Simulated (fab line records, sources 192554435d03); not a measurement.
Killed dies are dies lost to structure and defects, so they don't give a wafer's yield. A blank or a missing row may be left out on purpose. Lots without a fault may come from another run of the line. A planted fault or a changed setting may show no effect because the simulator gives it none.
Chamber matching | flow n5_finfet | N5_FIN_SAQP_ETCH_57 on rie_diel-06: 4 sister chambers
The step etches SiNx in CH3F/O2, target depth 32.5 nm, time 46.4 s. 4 wafers are shown with their chamber, then 10 later ones without.

WAFERS WITH THEIR CHAMBER
wafer  | chamber | showerhead_plenum_p_Torr (Torr)
L087.2 | 1       | 2.12
L089.4 | 3       | 1.90
L092.2 | 0       | 2.00
L092.4 | 2       | 1.92

WAFERS WITHOUT THEIR CHAMBER
wafer  | showerhead_plenum_p_Torr (Torr)
L092.5 | 2.00
L094.1 | 1.92
L094.3 | 2.12
L094.4 | 1.89
L096.1 | 2.00
L096.3 | 1.89
L096.6 | 2.11
L097.3 | 1.89
L097.4 | 1.92
L097.6 | 2.11

WHICH CHAMBER EACH WENT THROUGH
wafer  | from the rows above | in truth
L092.5 | 0                   | 0
L094.1 | 2                   | 2
L094.3 | 1                   | 1
L094.4 | 3                   | 3
L096.1 | 0                   | 0
L096.3 | 3                   | 3
L096.6 | 1                   | 1
L097.3 | 3                   | 3
L097.4 | 2                   | 2
L097.6 | 1                   | 1
Placed correctly: 10 of 10. Can't be placed from these rows: 0. Placed wrongly: 0.
How it was worked out, from the rows above alone: a wafer's distance from a chamber is the root of the sum, over the readings, of the square of ((its reading less the chamber's mean) divided by the reading's scatter). The wafer belongs to the nearest chamber; if the next one is less than 2 further off, it can't be placed. A chamber's mean is the mean of its shown wafers. The scatter: with one shown wafer a chamber, the root of the mean of the squares of how far each hidden wafer lies from its nearest shown one.
